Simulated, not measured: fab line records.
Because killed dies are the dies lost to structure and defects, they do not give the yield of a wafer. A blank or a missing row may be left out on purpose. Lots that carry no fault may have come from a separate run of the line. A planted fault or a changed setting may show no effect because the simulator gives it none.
The tool behind it: which one? :: flow n5Finfet :: 30 wafers from 12 lots sampled at 6 of the route's 1938 steps

WHAT THE GAUGES READ, wafer by wafer
N5_BEOL_M4_THK_MEAS_01.
lot: L449
measured: day 8 09:14
on: filmMetro-01
M4_ILD_THK (nm): 78.6 79.0

lot: L453
measured: day 8 17:11
on: filmMetro-02
M4_ILD_THK (nm): 80.2 81.3

lot: L455
measured: day 9 05:36
on: filmMetro-02
M4_ILD_THK (nm): 79.4 78.6

lot: L457
measured: day 9 21:20
on: filmMetro-01
M4_ILD_THK (nm): 78.4 80.3 79.4

lot: L458
measured: day 10 00:31
on: filmMetro-02
M4_ILD_THK (nm): 79.9 81.5 80.4

lot: L463
measured: day 11 10:59
on: filmMetro-01
M4_ILD_THK (nm): 78.3 79.0 79.5

lot: L461
measured: day 11 17:23
on: filmMetro-01
M4_ILD_THK (nm): 80.2 80.2 80.1

lot: L464
measured: day 11 19:11
on: filmMetro-01
M4_ILD_THK (nm): 129.4 129.4

lot: L465
measured: day 11 21:08
on: filmMetro-01
M4_ILD_THK (nm): 127.7 126.4

lot: L469
measured: day 12 22:52
on: filmMetro-02
M4_ILD_THK (nm): 127.0 79.6

lot: L470
measured: day 13 12:13
on: filmMetro-01
M4_ILD_THK (nm): 79.3 78.5 80.6

lot: L471
measured: day 13 23:23
on: filmMetro-01
M4_ILD_THK (nm): 78.7 80.2 79.4

N5_BEOL_M4_RC_MEAS_101.
lot: L449
measured: day 8 22:20
on: prober-02
DIBL_N (mV/V): 32.4 36.0
DIBL_P (mV/V): 32.2 37.7
IOFF_N (nA/um): 0.104 0.163
IOFF_P (nA/um): 0.16 0.24
ION_N (uA/um): 659 668
ION_P (uA/um): 454 465
SS_N (mV/dec): 70.0 71.6
SS_P (mV/dec): 72.6 73.4
VT_N (mV): 254 248
VT_P (mV): -251 -250

lot: L453
measured: day 9 02:35
on: prober-02
DIBL_N (mV/V): 37.0 36.6
DIBL_P (mV/V): 38.1 38.4
IOFF_N (nA/um): 0.178 0.183
IOFF_P (nA/um): 0.21 0.22
ION_N (uA/um): 667 674
ION_P (uA/um): 455 467
SS_N (mV/dec): 71.7 71.6
SS_P (mV/dec): 74.1 74.4
VT_N (mV): 250 246
VT_P (mV): -252 -251

lot: L455
measured: day 9 23:08
on: prober-02
DIBL_N (mV/V): 36.9 37.3
DIBL_P (mV/V): 35.9 36.5
IOFF_N (nA/um): 0.197 0.203
IOFF_P (nA/um): 0.25 0.25
ION_N (uA/um): 699 670
ION_P (uA/um): 475 458
SS_N (mV/dec): 71.1 71.3
SS_P (mV/dec): 74.2 74.4
VT_N (mV): 242 246
VT_P (mV): -245 -247

lot: L457
measured: day 10 05:49
on: prober-02
DIBL_N (mV/V): 37.2 36.5 35.6
DIBL_P (mV/V): 37.5 37.7 35.0
IOFF_N (nA/um): 0.161 0.155 0.128
IOFF_P (nA/um): 0.20 0.21 0.17
ION_N (uA/um): 668 675 668
ION_P (uA/um): 458 468 456
SS_N (mV/dec): 71.2 71.8 71.4
SS_P (mV/dec): 74.1 73.9 73.0
VT_N (mV): 250 249 253
VT_P (mV): -252 -252 -254

lot: L458
measured: day 11 00:43
on: prober-02
DIBL_N (mV/V): 34.4 34.9 36.2
DIBL_P (mV/V): 33.1 33.4 35.6
IOFF_N (nA/um): 0.138 0.141 0.167
IOFF_P (nA/um): 0.17 0.18 0.20
ION_N (uA/um): 672 660 694
ION_P (uA/um): 461 453 470
SS_N (mV/dec): 71.4 70.9 71.8
SS_P (mV/dec): 73.1 72.8 74.1
VT_N (mV): 250 248 243
VT_P (mV): -251 -249 -252

lot: L463
measured: day 11 23:38
on: prober-02
DIBL_N (mV/V): 33.3 32.8 35.4
DIBL_P (mV/V): 33.7 34.1 36.4
IOFF_N (nA/um): 0.127 0.126 0.161
IOFF_P (nA/um): 0.19 0.19 0.24
ION_N (uA/um): 666 664 675
ION_P (uA/um): 462 464 469
SS_N (mV/dec): 70.3 70.7 71.8
SS_P (mV/dec): 72.5 72.5 73.6
VT_N (mV): 251 251 247
VT_P (mV): -249 -251 -247

lot: L461
measured: day 12 02:44
on: prober-01
DIBL_N (mV/V): 34.1 35.3 36.3
DIBL_P (mV/V): 33.7 34.8 36.0
IOFF_N (nA/um): 0.121 0.141 0.159
IOFF_P (nA/um): 0.22 0.23 0.24
ION_N (uA/um): 665 673 676
ION_P (uA/um): 469 471 470
SS_N (mV/dec): 71.1 72.1 71.7
SS_P (mV/dec): 72.8 73.8 73.4
VT_N (mV): 249 249 249
VT_P (mV): -246 -246 -247

lot: L469
measured: day 13 06:24
on: prober-02
DIBL_N (mV/V): 36.7
DIBL_P (mV/V): 36.1
IOFF_N (nA/um): 0.176
IOFF_P (nA/um): 0.21
ION_N (uA/um): 671
ION_P (uA/um): 457
SS_N (mV/dec): 71.5
SS_P (mV/dec): 73.8
VT_N (mV): 249
VT_P (mV): -251

lot: L470
measured: day 14 12:02
on: prober-01
DIBL_N (mV/V): 33.1 32.8 33.7
DIBL_P (mV/V): 32.6 33.5 33.0
IOFF_N (nA/um): 0.103 0.110 0.116
IOFF_P (nA/um): 0.15 0.17 0.16
ION_N (uA/um): 657 664 670
ION_P (uA/um): 456 464 451
SS_N (mV/dec): 70.5 70.8 70.2
SS_P (mV/dec): 71.4 72.8 72.3
VT_N (mV): 257 253 253
VT_P (mV): -255 -253 -255

lot: L471
measured: day 14 15:52
on: prober-01
DIBL_N (mV/V): 34.9 36.2 35.0
DIBL_P (mV/V): 36.4 37.9 36.3
IOFF_N (nA/um): 0.155 0.173 0.146
IOFF_P (nA/um): 0.21 0.23 0.20
ION_N (uA/um): 684 678 675
ION_P (uA/um): 468 465 472
SS_N (mV/dec): 71.1 71.8 71.4
SS_P (mV/dec): 73.1 74.0 73.0
VT_N (mV): 248 246 248
VT_P (mV): -249 -250 -250

TOOL THAT RAN EACH LOT (tool first, then ch and the chambers of the sampled wafers, then the start)
lot: L449
N5_BEOL_M3_ANNEAL_91: pvdSputter-02, day 8 07:29
N5_BEOL_M3_PRE_CLEAN_60: cvdCo-01 ch 1,2, day 8 08:53
N5_BEOL_M4_ILD_DEP_00: pecvd-02 ch 0,2, day 8 09:11
N5_BEOL_M4_HM_DEP_02: pvdSputter-02, day 8 10:46

lot: L453
N5_BEOL_M3_ANNEAL_91: pvdSputter-03, day 8 15:22
N5_BEOL_M3_PRE_CLEAN_60: cvdCo-01 ch 0,1, day 8 16:50
N5_BEOL_M4_ILD_DEP_00: pecvd-02 ch 0,1, day 8 17:08
N5_BEOL_M4_HM_DEP_02: pvdSputter-03, day 8 17:32

lot: L455
N5_BEOL_M3_ANNEAL_91: pvdSputter-01, day 9 03:47
N5_BEOL_M3_PRE_CLEAN_60: cvdCo-01 ch 0,2, day 9 05:14
N5_BEOL_M4_ILD_DEP_00: pecvd-03 ch 0,2, day 9 05:32
N5_BEOL_M4_HM_DEP_02: pvdSputter-01, day 9 05:45

lot: L457
N5_BEOL_M3_ANNEAL_91: pvdSputter-01, day 9 19:34
N5_BEOL_M3_PRE_CLEAN_60: cvdCo-01 ch 1,2, day 9 20:59
N5_BEOL_M4_ILD_DEP_00: pecvd-01 ch 0,1, day 9 21:17
N5_BEOL_M4_HM_DEP_02: pvdSputter-03, day 9 22:52

lot: L458
N5_BEOL_M3_ANNEAL_91: pvdSputter-01, day 9 22:45
N5_BEOL_M3_PRE_CLEAN_60: cvdCo-01 ch 1,2, day 10 00:10
N5_BEOL_M4_ILD_DEP_00: pecvd-01 ch 0,1,2, day 10 00:26
N5_BEOL_M4_HM_DEP_02: pvdSputter-03, day 10 01:13

lot: L463
N5_BEOL_M3_ANNEAL_91: pvdSputter-03, day 11 09:13
N5_BEOL_M3_PRE_CLEAN_60: cvdCo-01 ch 0,1,2, day 11 10:37
N5_BEOL_M4_ILD_DEP_00: pecvd-02 ch 1,2, day 11 10:54
N5_BEOL_M4_HM_DEP_02: pvdSputter-01, day 11 11:17

lot: L461
N5_BEOL_M3_ANNEAL_91: pvdSputter-02, day 11 15:32
N5_BEOL_M3_PRE_CLEAN_60: cvdCo-01 ch 0,1, day 11 16:59
N5_BEOL_M4_ILD_DEP_00: pecvd-02 ch 0,2, day 11 17:19
N5_BEOL_M4_HM_DEP_02: pvdSputter-01, day 11 19:50

lot: L464
N5_BEOL_M3_ANNEAL_91: pvdSputter-02, day 11 17:25
N5_BEOL_M3_PRE_CLEAN_60: cvdCo-01 ch 1,2, day 11 18:49
N5_BEOL_M4_ILD_DEP_00: pecvd-02 ch 0,2, day 11 19:06
N5_BEOL_M4_HM_DEP_02: pvdSputter-01, day 11 20:41

lot: L465
N5_BEOL_M3_ANNEAL_91: pvdSputter-02, day 11 19:22
N5_BEOL_M3_PRE_CLEAN_60: cvdCo-01 ch 1,2, day 11 20:46
N5_BEOL_M4_ILD_DEP_00: pecvd-02 ch 0,2, day 11 21:04
N5_BEOL_M4_HM_DEP_02: pvdSputter-01, day 11 21:50

lot: L469
N5_BEOL_M3_ANNEAL_91: pvdSputter-03, day 12 21:07
N5_BEOL_M3_PRE_CLEAN_60: cvdCo-02 ch 1,2, day 12 22:31
N5_BEOL_M4_ILD_DEP_00: pecvd-02 ch 0,1, day 12 22:49
N5_BEOL_M4_HM_DEP_02: pvdSputter-01, day 12 23:39

lot: L470
N5_BEOL_M3_ANNEAL_91: pvdSputter-03, day 13 10:27
N5_BEOL_M3_PRE_CLEAN_60: cvdCo-01 ch 0,1,2, day 13 11:52
N5_BEOL_M4_ILD_DEP_00: pecvd-01 ch 0,2, day 13 12:10
N5_BEOL_M4_HM_DEP_02: pvdSputter-03, day 13 13:21

lot: L471
N5_BEOL_M3_ANNEAL_91: pvdSputter-01, day 13 21:37
N5_BEOL_M3_PRE_CLEAN_60: cvdCo-02 ch 0,2, day 13 23:02
N5_BEOL_M4_ILD_DEP_00: pecvd-01 ch 0,1, day 13 23:19
N5_BEOL_M4_HM_DEP_02: pvdSputter-02, day 13 23:48
- N5_BEOL_M3_ANNEAL_91: time 240 s.
- N5_BEOL_M3_PRE_CLEAN_60: time 15 s.
- N5_BEOL_M4_ILD_DEP_00: deposits SiOC from DEMS/O2, target thk 79 nm, time 15.3 s.
- N5_BEOL_M4_HM_DEP_02: deposits TiN, target thk 20 nm.

WHAT THE TOOLS THEMSELVES READ (means of the sampled wafers that have a number; where no wafer has one, the mark that the record gives instead)
N5_BEOL_M3_ANNEAL_91.
lot: L449
tool: pvdSputter-02
heaterPowerW (W): 771

lot: L453
tool: pvdSputter-03
heaterPowerW (W): 766

lot: L455
tool: pvdSputter-01
heaterPowerW (W): 876

lot: L457
tool: pvdSputter-01
heaterPowerW (W): 950

lot: L458
tool: pvdSputter-01
heaterPowerW (W): 861

lot: L463
tool: pvdSputter-03
heaterPowerW (W): 804

lot: L461
tool: pvdSputter-02
heaterPowerW (W): 842

lot: L464
tool: pvdSputter-02
heaterPowerW (W): 766

lot: L465
tool: pvdSputter-02
heaterPowerW (W): 916

lot: L469
tool: pvdSputter-03
heaterPowerW (W): 796

lot: L470
tool: pvdSputter-03
heaterPowerW (W): 798

lot: L471
tool: pvdSputter-01
heaterPowerW (W): 933

N5_BEOL_M3_PRE_CLEAN_60.
lot: L449
tool: cvdCo-01
heaterPowerW (W): 108

lot: L453
tool: cvdCo-01
heaterPowerW (W): 72

lot: L455
tool: cvdCo-01
heaterPowerW (W): 82

lot: L457
tool: cvdCo-01
heaterPowerW (W): 114

lot: L458
tool: cvdCo-01
heaterPowerW (W): 107

lot: L463
tool: cvdCo-01
heaterPowerW (W): 89

lot: L461
tool: cvdCo-01
heaterPowerW (W): 63

lot: L464
tool: cvdCo-01
heaterPowerW (W): 110

lot: L465
tool: cvdCo-01
heaterPowerW (W): 110

lot: L469
tool: cvdCo-02
heaterPowerW (W): 88

lot: L470
tool: cvdCo-01
heaterPowerW (W): 88

lot: L471
tool: cvdCo-02
heaterPowerW (W): 93

N5_BEOL_M4_ILD_DEP_00.
lot: L449
tool: pecvd-02
heaterPowerW (W): 609
showerheadPlenumPTorr (Torr): 5.692
throttleValvePct (%): 12.7

lot: L453
tool: pecvd-02
heaterPowerW (W): 548
showerheadPlenumPTorr (Torr): 5.686
throttleValvePct (%): 12.6

lot: L455
tool: pecvd-03
heaterPowerW (W): 528
showerheadPlenumPTorr (Torr): 5.688
throttleValvePct (%): 11.6

lot: L457
tool: pecvd-01
heaterPowerW (W): 562
showerheadPlenumPTorr (Torr): 5.702
throttleValvePct (%): 12.8

lot: L458
tool: pecvd-01
heaterPowerW (W): 550
showerheadPlenumPTorr (Torr): 5.700
throttleValvePct (%): 12.0

lot: L463
tool: pecvd-02
heaterPowerW (W): 564
showerheadPlenumPTorr (Torr): 5.687
throttleValvePct (%): 12.6

lot: L461
tool: pecvd-02
heaterPowerW (W): 632
showerheadPlenumPTorr (Torr): 5.692
throttleValvePct (%): 12.8

lot: L464
tool: pecvd-02
heaterPowerW (W): 606
showerheadPlenumPTorr (Torr): 5.697
throttleValvePct (%): 12.7

lot: L465
tool: pecvd-02
heaterPowerW (W): 624
showerheadPlenumPTorr (Torr): 5.689
throttleValvePct (%): 12.7

lot: L469
tool: pecvd-02
heaterPowerW (W): 554
showerheadPlenumPTorr (Torr): 5.684
throttleValvePct (%): 12.6

lot: L470
tool: pecvd-01
heaterPowerW (W): 571
showerheadPlenumPTorr (Torr): 5.696
throttleValvePct (%): 11.3

lot: L471
tool: pecvd-01
heaterPowerW (W): 604
showerheadPlenumPTorr (Torr): 5.702
throttleValvePct (%): 12.1

N5_BEOL_M4_HM_DEP_02.
lot: L449
tool: pvdSputter-02
throttleValvePct (%): 29.2

lot: L453
tool: pvdSputter-03
throttleValvePct (%): 29.8

lot: L455
tool: pvdSputter-01
throttleValvePct (%): 30.5

lot: L457
tool: pvdSputter-03
throttleValvePct (%): 30.3

lot: L458
tool: pvdSputter-03
throttleValvePct (%): 30.8

lot: L463
tool: pvdSputter-01
throttleValvePct (%): 29.3

lot: L461
tool: pvdSputter-01
throttleValvePct (%): 30.3

lot: L464
tool: pvdSputter-01
throttleValvePct (%): 29.5

lot: L465
tool: pvdSputter-01
throttleValvePct (%): 29.6

lot: L469
tool: pvdSputter-01
throttleValvePct (%): 29.5

lot: L470
tool: pvdSputter-03
throttleValvePct (%): 30.3

lot: L471
tool: pvdSputter-02
throttleValvePct (%): 29.1

THE ANSWER, worked out from the rows above alone
Rule: what is usual is taken from the lots themselves. The widest of any qualifying gaps counts: lots, ordered by their means at a reading, are off when they make up no more than a third of the lots, leave a main group of 4 or more, and stand apart from it by 3 or more times the standard deviation of that group's means. A main group whose means are all the same, to the digits that the tables above print for the reading, isn't used. Also off: a lot with no number at a reading for which 4 or more lots have one. All remaining lots with rows at the step are treated as sound. First the gauges in route order, then the tools' own readings, where a lot's mean is used as printed above. At the first step where some lot is off, the reading lying furthest off is the one used; lots without a number count as furthest.
Off: L464, L465, L469, seen at N5_BEOL_M4_THK_MEAS_01 (M4_ILD_THK). The main group: mean 79.6 nm, standard deviation 0.68.
A tool fits if, at a process step before that reading, it ran every lot that is off, and no sound lot after the first of them. The gauges at N5_BEOL_M4_THK_MEAS_01 are tried like those tools. One candidate fits, namely pecvd-02 at N5_BEOL_M4_ILD_DEP_00. Its last sound lot is L461 (day 11 17:19), its first lot that is off L464 (day 11 19:06): a fault that began between those two fits.

WHAT THE SIMULATOR HAD INSERTED
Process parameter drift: pecvd-02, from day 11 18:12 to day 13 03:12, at N5_BEOL_M4_ILD_DEP_00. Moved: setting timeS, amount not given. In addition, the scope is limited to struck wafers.
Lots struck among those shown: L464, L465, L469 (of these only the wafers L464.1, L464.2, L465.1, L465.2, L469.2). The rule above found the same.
